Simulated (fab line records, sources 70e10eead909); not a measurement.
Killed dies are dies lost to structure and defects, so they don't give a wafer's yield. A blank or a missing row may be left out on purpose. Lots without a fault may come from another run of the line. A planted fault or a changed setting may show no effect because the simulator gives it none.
Problem report in the 8D (eight disciplines) form, filled by code | flow nand_harc | the parts of the form that need people (team, actions taken, sign-off) are left out

1. THE PROBLEM
killed_at_array at NHARC_END_SORT_01 reads a mean of 85 on 2 wafers of 2 lots; wafers without a fault read 21 with a standard deviation of 8.9. That is +7.2 standard deviations from the usual mean.
First seen on wafer L585.2, day 23 08:18, on prober-01. The record holds 6 wafers of 2 lots with a number at this step. Rule for "out", or "out of limits": more than 4 standard deviations from the usual mean. The other wafers with a number count as sound.

2. WHAT IT IS AND WHAT IT IS NOT
question                    | is                           | is not
which readings at this step | killed_at_array, killed_dies | killed_at_other, killed_at_periphery, killed_open, killed_short
which lots                  | L585, L586                   | -
which wafers of those lots  | L585.2, L586.5               | L585.1, L585.6, L586.2, L586.6
read on which gauges        | prober-01, prober-02         | -
when                        | from day 23 08:18            | up to then (1 sound wafer); but 3 sound wafers of L585, L586 came after

3. SUSPECTS, AND WHAT RULES EACH OUT
Counting: a tool at a process step up to the reading stays a suspect if it ran every lot that is out. Sound lots after the first of them don't rule it out here, since some wafers of a struck lot are sound.
- the gauge at NHARC_END_SORT_01: ruled out. The wafers that are out were read on 2 gauges (prober-01, prober-02).
- wet_bench-06 at NHARC_A_STAIRCASE_STRIP_296 (strips in SPM, time 900 s): kept. It ran every lot that is out, first L585 (day 15 11:48).
- plasma_asher-02 at NHARC_THIN_TSV_STRIP_56 (strips in O2): kept. It ran every lot that is out, first L585 (day 22 22:39).
- Within wet_bench-06 at NHARC_A_STAIRCASE_STRIP_296: the wafers that are out ran in chamber 0; their sound lot-mates ran in chambers 2, 3, 7.
Left after counting: wet_bench-06 at NHARC_A_STAIRCASE_STRIP_296, plasma_asher-02 at NHARC_THIN_TSV_STRIP_56.

4. THE CAUSE (what the simulator had put in)
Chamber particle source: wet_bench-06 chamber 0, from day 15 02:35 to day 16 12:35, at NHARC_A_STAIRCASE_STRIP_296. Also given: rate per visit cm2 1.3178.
Counting left 2 suspects, and this tool is among them.

5. THE CHAIN OF EFFECTS, in route order
Each row: a reading whose mean over the struck wafers that have a number lies more than 3 standard deviations from the usual. Only readings for which the record gives a usual standard deviation are gone through. hours: the time from each lot's start at the first step in this table that gives one to its start at this step, as a median over the lots. sigmas: the change in usual standard deviations.
hours | step              | reading         | usual | on struck wafers | change | sigmas
0     | NHARC_END_SORT_01 | killed_at_array | 21    | 85               | +64    | +7.2
0     | NHARC_END_SORT_01 | killed_dies     | 26    | 88               | +62    | +7.0

6. WHAT WOULD HAVE CAUGHT IT SOONER
In this record the first reading out of limits at a measuring or inspecting step was taken at day 23 08:18, 198 hours after the fault began at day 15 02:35.
Of the tool readings at NHARC_A_STAIRCASE_STRIP_296 for which the record gives a usual standard deviation, none was out on any struck wafer, so an alarm limit of 4 standard deviations on them would not have fired.
All the lots that are out (2) had begun NHARC_A_STAIRCASE_STRIP_296 on wet_bench-06 by day 23 08:18. A hold on the tool at that time would have spared none of them.
